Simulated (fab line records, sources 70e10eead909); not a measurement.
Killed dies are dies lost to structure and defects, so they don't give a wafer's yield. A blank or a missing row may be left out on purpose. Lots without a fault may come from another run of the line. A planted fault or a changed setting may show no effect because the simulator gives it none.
Chamber matching | flow nand_harc | NHARC_A_CONTACT_ETCH_48 on rie_diel-07: 4 sister chambers
The step etches the open film in CF4, target depth 39 nm, time 65 s. 27 wafers are shown with their chamber, then 12 later ones without.

WAFERS WITH THEIR CHAMBER
wafer  | chamber | drypump_motor_current_A (A) | showerhead_plenum_p_Torr (Torr) | oes_product_au (a.u.)
L074.1 | 2       | 5.5                         | 1.76                            | 1.002
L074.2 | 3       | 6.0                         | 1.82                            | 1.017
L074.3 | 0       | 4.7                         | 1.77                            | 0.993
L074.4 | 1       | 5.7                         | 1.88                            | 1.000
L074.5 | 3       | 6.0                         | 1.82                            | 1.018
L074.6 | 2       | 5.5                         | 1.76                            | 1.009
L076.3 | 3       | 6.0                         | 1.82                            | 1.009
L076.5 | 3       | 5.9                         | 1.82                            | 1.009
L076.6 | 2       | 5.5                         | 1.76                            | 1.007
L077.2 | 3       | 6.0                         | 1.82                            | 1.003
L077.3 | 1       | 5.7                         | 1.87                            | 1.005
L077.5 | 2       | 5.5                         | 1.76                            | 1.010
L079.1 | 1       | 5.7                         | 1.87                            | 0.989
L079.2 | 3       | 6.0                         | 1.82                            | 1.011
L079.4 | 3       | 6.0                         | 1.82                            | 1.010
L086.2 | 0       | 4.7                         | 1.77                            | 0.997
L086.5 | 3       | 6.0                         | 1.82                            | 1.005
L086.6 | 0       | 4.7                         | 1.77                            | 0.994
L083.2 | 2       | 5.5                         | 1.75                            | 1.010
L083.5 | 2       | 5.5                         | 1.76                            | 1.011
L083.6 | 0       | 4.8                         | 1.77                            | 1.004
L084.3 | 0       | 4.7                         | 1.77                            | 0.990
L084.4 | 0       | 4.7                         | 1.77                            | 0.987
L084.5 | 2       | 5.5                         | 1.75                            | 1.006
L085.3 | 2       | 5.5                         | 1.75                            | 1.016
L085.4 | 0       | 4.7                         | 1.76                            | 1.003
L085.5 | 2       | 5.5                         | 1.75                            | 1.013

SIGNATURES (means of the wafers above)
reading                  | chamber 0 | chamber 1 | chamber 2 | chamber 3 | scatter within a chamber
drypump_motor_current_A  | 4.714     | 5.700     | 5.500     | 5.987     | 0.0274
showerhead_plenum_p_Torr | 1.7686    | 1.8733    | 1.7556    | 1.8200    | 0.00404
oes_product_au           | 0.99543   | 0.99800   | 1.00933   | 1.01025   | 0.00551
Rule: a wafer's distance from a chamber is the root of the sum, over the readings, of the square of ((its reading less the chamber's mean) divided by the reading's scatter). The wafer belongs to the nearest chamber; if the next one is less than 2 further off, it can't be placed. The scatter: the root of (the sum of the squares of (reading less its chamber's mean) over the shown wafers, divided by (wafers less chambers)).

WAFERS WITHOUT THEIR CHAMBER
wafer  | drypump_motor_current_A (A) | showerhead_plenum_p_Torr (Torr) | oes_product_au (a.u.)
L093.1 | 6.0                         | 1.81                            | 0.986
L093.2 | 5.7                         | 1.87                            | 1.013
L093.5 | 4.7                         | 1.76                            | 0.985
L094.1 | 5.5                         | 1.75                            | 1.013
L094.3 | 5.8                         | 1.87                            | 1.004
L094.5 | 5.9                         | 1.81                            | 0.983
L096.1 | 5.5                         | 1.75                            | 0.999
L096.3 | 4.8                         | 1.76                            | 0.992
L096.4 | 5.7                         | 1.87                            | 0.990
L097.2 | 5.5                         | 1.75                            | 1.008
L097.5 | 6.0                         | 1.81                            | 0.989
L097.6 | 5.5                         | 1.75                            | 1.002

WHICH CHAMBER EACH WENT THROUGH
wafer  | from the rows above | in truth
L093.1 | 3                   | 3
L093.2 | 1                   | 1
L093.5 | 0                   | 0
L094.1 | 2                   | 2
L094.3 | 1                   | 1
L094.5 | 3                   | 3
L096.1 | 2                   | 2
L096.3 | 0                   | 0
L096.4 | 1                   | 1
L097.2 | 2                   | 2
L097.5 | 3                   | 3
L097.6 | 2                   | 2
Placed correctly: 12 of 12. Can't be placed from these rows: 0. Placed wrongly: 0.
